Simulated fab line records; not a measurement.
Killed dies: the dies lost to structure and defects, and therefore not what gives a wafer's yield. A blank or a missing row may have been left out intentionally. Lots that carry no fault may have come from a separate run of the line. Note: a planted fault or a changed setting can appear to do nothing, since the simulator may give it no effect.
Lot-split experiment | flow n5Finfet | 7 lots, 39 wafers read, on a route of 1938 steps

## ON THE SPLIT
At N5_ZERO_LAYER_PECVD_02 (deposits SiO2 from SiH4/N2O, target thk 10 nm, time 6 s), the setting timeS was moved away from the recipe's 6 s on 15 of the 39 wafers read, by -57.5% to +34.5%. The other wafers ran this setting at the recipe's value.

Reading taken at the split's own step.

## THE READING
SiO2_of_ZERO_LAYER_PECVD_02.thkNm (the simulator's own value, which no gauge read), in nm, at N5_ZERO_LAYER_PECVD_02 (deposits SiO2 from SiH4/N2O, target thk 10 nm, time 6 s). No usual value for it is given in the file. Here, 24 wafers ran the recipe; their average is 10.072 nm with a standard deviation of 0.2 nm.

wafer  | tool, chamber at the split | timeS as run, s | against the recipe | SiO2_of_ZERO_LAYER_PECVD_02.thkNm, nm | against lot-mates on the recipe
L078.1 | pecvd-01, 0                | 6               | recipe             | 10.25                                 | -
L078.2 | pecvd-01, 2                | 8.071           | +34.5%             | 13.82                                 | +3.577
L078.3 | pecvd-01, 1                | 8.071           | +34.5%             | 13.61                                 | +3.367
L078.4 | pecvd-01, 1                | 8.071           | +34.5%             | 13.77                                 | +3.527
L078.5 | pecvd-01, 2                | 6               | recipe             | 10.32                                 | -
L078.6 | pecvd-01, 0                | 6               | recipe             | 10.16                                 | -
L081.1 | pecvd-04, 0                | 6               | recipe             | 9.64                                  | -
L081.2 | pecvd-04, 1                | 6               | recipe             | 9.609                                 | -
L081.3 | pecvd-04, 2                | 3.971           | -33.8%             | 6.452                                 | -3.297
L081.4 | pecvd-04, 1                | 3.971           | -33.8%             | 6.258                                 | -3.491
L081.5 | pecvd-04, 2                | 3.971           | -33.8%             | 6.662                                 | -3.087
L081.6 | pecvd-04, 0                | 6               | recipe             | 9.999                                 | -
L089.1 | pecvd-01, 1                | 6               | recipe             | 9.742                                 | -
L089.2 | pecvd-01, 0                | 6               | recipe             | 10.05                                 | -
L089.3 | pecvd-01, 2                | 6               | recipe             | 10.09                                 | -
L089.4 | pecvd-01, 2                | 6               | recipe             | 10.28                                 | -
L089.5 | pecvd-01, 1                | 6               | recipe             | 10.07                                 | -
L089.6 | pecvd-01, 0                | 6               | recipe             | 10.1                                  | -
L090.3 | pecvd-04, 0                | 6               | recipe             | 10.23                                 | -
L090.5 | pecvd-04, 1                | 6               | recipe             | 10.03                                 | -
L090.6 | pecvd-04, 2                | 6               | recipe             | 10.31                                 | -
L091.1 | pecvd-04, 1                | 4.227           | -29.5%             | 6.775                                 | -3.287
L091.2 | pecvd-04, 2                | 4.227           | -29.5%             | 7.143                                 | -2.919
L091.3 | pecvd-04, 0                | 4.227           | -29.5%             | 6.969                                 | -3.093
L091.4 | pecvd-04, 2                | 6               | recipe             | 10.33                                 | -
L091.5 | pecvd-04, 1                | 6               | recipe             | 9.787                                 | -
L091.6 | pecvd-04, 0                | 6               | recipe             | 10.07                                 | -
L093.1 | pecvd-03, 1                | 6               | recipe             | 10.11                                 | -
L093.2 | pecvd-03, 2                | 6               | recipe             | 9.992                                 | -
L093.3 | pecvd-03, 0                | 2.552           | -57.5%             | 4.383                                 | -5.674
L093.4 | pecvd-03, 2                | 2.552           | -57.5%             | 4.376                                 | -5.681
L093.5 | pecvd-03, 0                | 6               | recipe             | 10.07                                 | -
L093.6 | pecvd-03, 1                | 2.552           | -57.5%             | 4.532                                 | -5.525
L094.1 | pecvd-04, 1                | 3.581           | -40.3%             | 5.932                                 | -4.235
L094.2 | pecvd-04, 2                | 6               | recipe             | 10.12                                 | -
L094.3 | pecvd-04, 0                | 3.581           | -40.3%             | 5.964                                 | -4.203
L094.4 | pecvd-04, 0                | 6               | recipe             | 10.36                                 | -
L094.5 | pecvd-04, 1                | 6               | recipe             | 10.02                                 | -
L094.6 | pecvd-04, 2                | 3.581           | -40.3%             | 6.394                                 | -3.773

FIT RESULTS
A straight line over all 39 wafers: SiO2_of_ZERO_LAYER_PECVD_02.thkNm changes by +0.102 nm for each +1% of timeS; r = +1.00; the points scatter about the line by 0.21 nm.
The same after taking each lot's own level away (the mean of its wafers on the recipe; 39 wafers): +0.0997 nm for each +1%; r = +1.00; scatter 0.16 nm.
The reading moves by 5.7 nm for the largest change in timeS, on that fit.
The lots' own levels span 9.7493 to 10.2433 nm, that is 2.4 times the standard deviation above.
The two slopes are in agreement: the lot-to-lot level therefore moves the slope only a little.
Check: for one of the wafers moved furthest among these (-57.5%), held out of the fit, the line's prediction against its lot-mates is -5.74 nm. It came out at -5.67 nm against them.

## FILE'S OWN FIT
SiO2_of_ZERO_LAYER_PECVD_02.thkNm changes by +0.0996 nm for each +1% of timeS, r = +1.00.
